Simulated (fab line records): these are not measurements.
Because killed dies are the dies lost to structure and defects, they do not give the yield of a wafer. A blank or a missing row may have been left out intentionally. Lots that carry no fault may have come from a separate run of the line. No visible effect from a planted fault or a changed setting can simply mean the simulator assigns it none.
Split-lot trial :: flow n5-finfet :: 21 wafers read from 7 lots, route of 1938 steps

== SPLIT DETAILS ==
At N5_BEOL_M11_COAT_60 (time 60 s, resist thk 30 nm), the setting spin-rpm was moved away from the recipe's 1500 rpm on 6 of the 21 wafers read, by -9.3% to +11.2%. This setting was run at the recipe's value on the other wafers.

== FROM THE SPLIT TO THE READING: what the file shows between them, 3 steps ==
- N5_BEOL_M11_COAT_05: resist thk 90 nm
- N5_BEOL_M11_EBR_07
- N5_BEOL_M11_DESCUM_16: chemistry O2, time 7.9 s

== THE READING ==
CAR-ArF_of_BEOL_M11_COAT_05.thk-nm (the simulator's own value, which no gauge read), in nm, at N5_BEOL_M11_ETCH_61 (etches SiARC in CF4, target depth 39 nm, time 65 s). No usual value for it is given in the file. Average 55.6 nm, standard deviation 0.35 nm, over the 15 wafers here run with the recipe.

wafer: L082.2
tool, chamber at the split: litho-track-03, 0
spin-rpm as run, rpm: 1500
against the recipe: recipe
CAR-ArF_of_BEOL_M11_COAT_05.thk-nm, nm: 56
against lot-mates on the recipe: -

wafer: L082.3
tool, chamber at the split: litho-track-03, 0
spin-rpm as run, rpm: 1360
against the recipe: -9.3%
CAR-ArF_of_BEOL_M11_COAT_05.thk-nm, nm: 54.6
against lot-mates on the recipe: -1.4

wafer: L082.5
tool, chamber at the split: litho-track-03, 0
spin-rpm as run, rpm: 1360
against the recipe: -9.3%
CAR-ArF_of_BEOL_M11_COAT_05.thk-nm, nm: 54.6
against lot-mates on the recipe: -1.4

wafer: L083.4
tool, chamber at the split: litho-track-04, 0
spin-rpm as run, rpm: 1500
against the recipe: recipe
CAR-ArF_of_BEOL_M11_COAT_05.thk-nm, nm: 55.2
against lot-mates on the recipe: -

wafer: L083.5
tool, chamber at the split: litho-track-04, 0
spin-rpm as run, rpm: 1500
against the recipe: recipe
CAR-ArF_of_BEOL_M11_COAT_05.thk-nm, nm: 55
against lot-mates on the recipe: -

wafer: L083.6
tool, chamber at the split: litho-track-04, 0
spin-rpm as run, rpm: 1668
against the recipe: +11.2%
CAR-ArF_of_BEOL_M11_COAT_05.thk-nm, nm: 56.6
against lot-mates on the recipe: +1.5

wafer: L084.2
tool, chamber at the split: litho-track-03, 0
spin-rpm as run, rpm: 1500
against the recipe: recipe
CAR-ArF_of_BEOL_M11_COAT_05.thk-nm, nm: 56
against lot-mates on the recipe: -

wafer: L084.4
tool, chamber at the split: litho-track-03, 0
spin-rpm as run, rpm: 1500
against the recipe: recipe
CAR-ArF_of_BEOL_M11_COAT_05.thk-nm, nm: 55.8
against lot-mates on the recipe: -

wafer: L084.5
tool, chamber at the split: litho-track-03, 0
spin-rpm as run, rpm: 1500
against the recipe: recipe
CAR-ArF_of_BEOL_M11_COAT_05.thk-nm, nm: 56
against lot-mates on the recipe: -

wafer: L085.2
tool, chamber at the split: litho-track-04, 0
spin-rpm as run, rpm: 1500
against the recipe: recipe
CAR-ArF_of_BEOL_M11_COAT_05.thk-nm, nm: 55.6
against lot-mates on the recipe: -

wafer: L085.3
tool, chamber at the split: litho-track-04, 0
spin-rpm as run, rpm: 1500
against the recipe: recipe
CAR-ArF_of_BEOL_M11_COAT_05.thk-nm, nm: 55.6
against lot-mates on the recipe: -

wafer: L085.5
tool, chamber at the split: litho-track-04, 0
spin-rpm as run, rpm: 1500
against the recipe: recipe
CAR-ArF_of_BEOL_M11_COAT_05.thk-nm, nm: 55.6
against lot-mates on the recipe: -

wafer: L088.1
tool, chamber at the split: litho-track-03, 0
spin-rpm as run, rpm: 1500
against the recipe: recipe
CAR-ArF_of_BEOL_M11_COAT_05.thk-nm, nm: 56
against lot-mates on the recipe: -

wafer: L088.2
tool, chamber at the split: litho-track-03, 0
spin-rpm as run, rpm: 1500
against the recipe: recipe
CAR-ArF_of_BEOL_M11_COAT_05.thk-nm, nm: 55.8
against lot-mates on the recipe: -

wafer: L088.5
tool, chamber at the split: litho-track-03, 0
spin-rpm as run, rpm: 1500
against the recipe: recipe
CAR-ArF_of_BEOL_M11_COAT_05.thk-nm, nm: 55.8
against lot-mates on the recipe: -

wafer: L093.1
tool, chamber at the split: litho-track-03, 0
spin-rpm as run, rpm: 1386
against the recipe: -7.6%
CAR-ArF_of_BEOL_M11_COAT_05.thk-nm, nm: 54.4
against lot-mates on the recipe: -1.2

wafer: L093.3
tool, chamber at the split: litho-track-03, 0
spin-rpm as run, rpm: 1500
against the recipe: recipe
CAR-ArF_of_BEOL_M11_COAT_05.thk-nm, nm: 55.6
against lot-mates on the recipe: -

wafer: L093.4
tool, chamber at the split: litho-track-03, 0
spin-rpm as run, rpm: 1386
against the recipe: -7.6%
CAR-ArF_of_BEOL_M11_COAT_05.thk-nm, nm: 54.4
against lot-mates on the recipe: -1.2

wafer: L096.1
tool, chamber at the split: litho-track-04, 0
spin-rpm as run, rpm: 1500
against the recipe: recipe
CAR-ArF_of_BEOL_M11_COAT_05.thk-nm, nm: 55
against lot-mates on the recipe: -

wafer: L096.3
tool, chamber at the split: litho-track-04, 0
spin-rpm as run, rpm: 1500
against the recipe: recipe
CAR-ArF_of_BEOL_M11_COAT_05.thk-nm, nm: 55.2
against lot-mates on the recipe: -

wafer: L096.4
tool, chamber at the split: litho-track-04, 0
spin-rpm as run, rpm: 1658
against the recipe: +10.5%
CAR-ArF_of_BEOL_M11_COAT_05.thk-nm, nm: 56.6
against lot-mates on the recipe: +1.5

THE FIT
A straight line over all 21 wafers: CAR-ArF_of_BEOL_M11_COAT_05.thk-nm changes by +0.111 nm for each +1% of spin-rpm; r = +0.87; the points scatter about the line by 0.33 nm.
The same after taking each lot's own level away (the mean of its wafers on the recipe; 21 wafers): +0.146 nm for each +1%; r = +0.99; scatter 0.081 nm.
The reading moves by 1.6 nm for the largest change in spin-rpm, on that fit.
The lots' own levels span 55.10 to 56.00 nm, that is 2.6 times the standard deviation above.
Hence the slope depends on the lot-to-lot level, as the two fits are not the same.
Check: with one of the wafers moved furthest among these (+11.2%) left out of the fit, the line predicts +1.66 nm for it against its lot-mates. Against them it came out at +1.5 nm.

== ADDITIONAL SPLITS CARRIED BY THESE WAFERS ==
Before the reading, these wafers also passed through other splits. Each is held against what the fit with the lots' levels taken away leaves over:
other split on the same wafers: N5_BEOL_M8_COAT_22 spin-rpm
wafers away from the commonest value: 3
r with CAR-ArF_of_BEOL_M11_COAT_05.thk-nm (lot level and that fit taken away): -0.19

other split on the same wafers: N5_BEOL_M10_ETCH_41 source-w
wafers away from the commonest value: 4
r with CAR-ArF_of_BEOL_M11_COAT_05.thk-nm (lot level and that fit taken away): +0.40

== THE WHOLE CHAIN: every reading that the file lists as answering this split, in the file's order ==
step: N5_BEOL_M11_COAT_60
what it does: time 60 s, resist thk 30 nm
reading: SiARC_of_BEOL_M11_COAT_60.thk-nm (the simulator's own value, which no gauge read)
change (the file's fit): -0.142 nm for each +1% of the setting
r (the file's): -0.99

step: N5_BEOL_M11_ETCH_61
what it does: etches SiARC in CF4, target depth 39 nm, time 65 s
reading: etch.depth-nm (the simulator's own value, which no gauge read)
change (the file's fit): -0.143 nm for each +1% of the setting
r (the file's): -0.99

step: N5_BEOL_M11_ETCH_61
what it does: etches SiARC in CF4, target depth 39 nm, time 65 s
reading: CAR-ArF_of_BEOL_M11_COAT_05.thk-nm (the simulator's own value, which no gauge read)
change (the file's fit): +0.144 nm for each +1% of the setting
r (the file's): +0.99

== THE FILE'S OWN FIT ==
CAR-ArF_of_BEOL_M11_COAT_05.thk-nm changes by +0.144 nm for each +1% of spin-rpm, r = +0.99.
